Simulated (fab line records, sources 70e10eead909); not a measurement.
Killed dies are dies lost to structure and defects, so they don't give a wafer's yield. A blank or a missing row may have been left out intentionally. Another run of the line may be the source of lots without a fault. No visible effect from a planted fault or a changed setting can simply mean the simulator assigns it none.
Struck lot and sound lot, side by side -- flow nandHarc -- 24 out of 1159 route steps
Sound: these wafers, L705.3, L705.4, L705.5. Wafers struck: L711.3, L711.4, L711.6. The cause comes at the end.
Order at every step that has rows: each side's tool, ch and its chambers, its first start. Under that, the readings that differ: sound wafers -- struck wafers -- difference of the means -- sigmas: that difference in standard deviations of wafers without a fault.
alike: a reading whose means differ by less than 2 such deviations, as well as words and numbers matching on both sides. not compared: withheld readings; readings where some wafer has no value; bounds like >300 that might hide an equal value; numbers whose values overlap and for which the record gives no deviation.
Wherever a step has rows on one side only, a row that says differs or no value, or a row with sigmas, the two part there. Non-overlapping numbers with no deviation appear without sigmas and do not part them. A reading missing from all wafers of one side parts the sides only when that side holds two or more wafers.

NHARC_P_M1_INSPECT_27:
  struck on defectInspect-01, day 9 10:17; sound on defectInspect-01, day 8 16:07
  alike: rawDefectCount
NHARC_P_M1_PRE_CLEAN_32: time 12 s.
  sound on pecvd-04 ch 0,2, day 8 16:12; struck on pecvd-02 ch 0,1, day 9 10:22
  alike: heaterPowerW
NHARC_P_M1_DEP_33: deposits SiCN, target thk 30 nm.
  sound on pecvd-04 ch 0,2, day 8 16:18; struck on pecvd-02 ch 0,1, day 9 10:28
  alike: heaterPowerW, showerheadVppV
then, 8 steps without rows for these wafers: NHARC_P_M2_DEP_00 (deposits SiOC, target thk 182.5 nm); NHARC_P_M2_DEHYDRATE_01 (time 120 s); NHARC_P_M2_HMDS_02 (time 30 s); NHARC_P_M2_COAT_34 (time 65 s); NHARC_P_M2_COAT_03 (resist thk 90 nm); NHARC_P_M2_SOFTBAKE_04 (time 55 s); NHARC_P_M2_EBR_05; NHARC_P_M2_EXPOSE_06 (exposes mask P M2, target cd 170 nm).
NHARC_P_M2_PEB_07: peb time 65 s.
  sound on lithoTrack-04 ch 0, day 8 17:26; struck on lithoTrack-04 ch 0, day 9 11:55
  alike: plateTempC
then, 1 step without rows for these wafers: NHARC_P_M2_DEVELOP_08 (develop time 35 s).
NHARC_P_M2_CD_MEAS_09 targets a cd of 170 nm.
  sound on cdSem-01 ch 0, day 8 17:31; struck on cdSem-01 ch 0, day 9 12:01
reading,sound,struck,difference,sigmas
cdNm (nm),169.4 169.8 170.0,182.2 183.1 182.6,+12.9,+22
NHARC_P_M2_OVL_MEAS_10: pitch 340 nm.
  struck on overlay-01, day 9 12:07; sound on overlay-02, day 8 17:36
  alike: overlayXNm, overlayYNm
NHARC_P_M2_INSPECT_11:
  struck on defectInspect-01, day 9 12:09; sound on defectInspect-02, day 8 17:38
  alike: rawDefectCount
NHARC_P_M2_DESCUM_14: chemistry O2, time 3 s.
  sound on rieDiel-07 ch 0,2, day 8 17:43; struck on rieDiel-07 ch 0,1, day 9 12:13
reading,sound,struck,difference,sigmas
model.P_M2.cdNm (nm),169.5 170.4 169.9,182.9 183.5 183,+13.2,
  alike: drypumpMotorCurrentA, oesProductAu, rfVppV, showerheadPlenumPTorr, throttleValvePct
  not compared: rfHoursCounterH
NHARC_P_M2_ETCH_35: etches the open film in N2/H2, target depth 40 nm, overetch 12 nm, time 43.94 s.
  sound on rieDiel-07 ch 0,2,3, day 8 17:49; struck on rieDiel-07 ch 0,1,3, day 9 12:17
  alike: drypumpMotorCurrentA, oesProductAu, rfVppV, showerheadPlenumPTorr, throttleValvePct
  not compared: rfHoursCounterH
NHARC_P_M2_ETCH_15: etches the open film in C4F8/Ar, target depth 182.5 nm, time 91.2 s.
  sound: rieDiel-07 ch 0,1,2; struck: rieDiel-07 ch 1,2
  alike: oesProductAu, rfVppV
  not compared: rfHoursCounterH
NHARC_P_M2_CD_MEAS_16:
  struck on cdSem-02, day 9 12:31; sound on cdSem-01, day 8 18:01
reading,sound,struck,difference,sigmas
cdNm (nm),169.8 170.7 169.5,182.4 183.8 182.9,+13.0,+18
NHARC_P_M2_STRIP_18: strips in N2/H2.
  sound on rieDiel-07 ch 1,2,3, day 8 18:07; struck on rieDiel-07 ch 0,2, day 9 12:35
  alike: drypumpMotorCurrentA, oesProductAu, powerW, rfVppV, showerheadPlenumPTorr, throttleValvePct
  not compared: rfHoursCounterH
NHARC_P_M2_ETCH_28: etches the open film in CF4/N2, target depth 30 nm, time 72.99 s.
  sound: rieDiel-07 ch 0,2; struck: rieDiel-07 ch 0,1,3
reading,sound,struck,difference,sigmas
model.P_M2.cdNm (nm),170.2 171.6 169.1,183.2 184.2 183.5,+13.3,
  alike: drypumpMotorCurrentA, oesProductAu, rfVppV, showerheadPlenumPTorr, throttleValvePct
  not compared: rfHoursCounterH
then, 1 step without rows for these wafers: NHARC_P_M2_STRIP_19 (strips in post etch residue remover, time 600 s).
-- the record jumps here: 16 days lie between the struck wafers' starts before and after (it left off in module P_M2 and takes up again in module END, whose first step shown is number 1159 of the route) --
NHARC_END_SORT_01:
  sound on prober-02 ch 0, day 25 09:41; struck on prober-02 ch 0, day 25 17:28
reading,sound,struck,difference,sigmas
killedOpen,1 1 1,4 3 8,+4,+2
  alike: defectLimitedYield, killedAtArray, killedAtOther, killedAtPeriphery, killedDies, killedShort, sort_bin_2_pct, sort_bin_3_pct, sort_bin_4_pct, sortNPass, sortRimYieldPct, sortYieldPct

WHERE THEY PART
At NHARC_P_M2_CD_MEAS_09 first; at NHARC_END_SORT_01 last (within this record only).

WHY: whatever the simulator had introduced
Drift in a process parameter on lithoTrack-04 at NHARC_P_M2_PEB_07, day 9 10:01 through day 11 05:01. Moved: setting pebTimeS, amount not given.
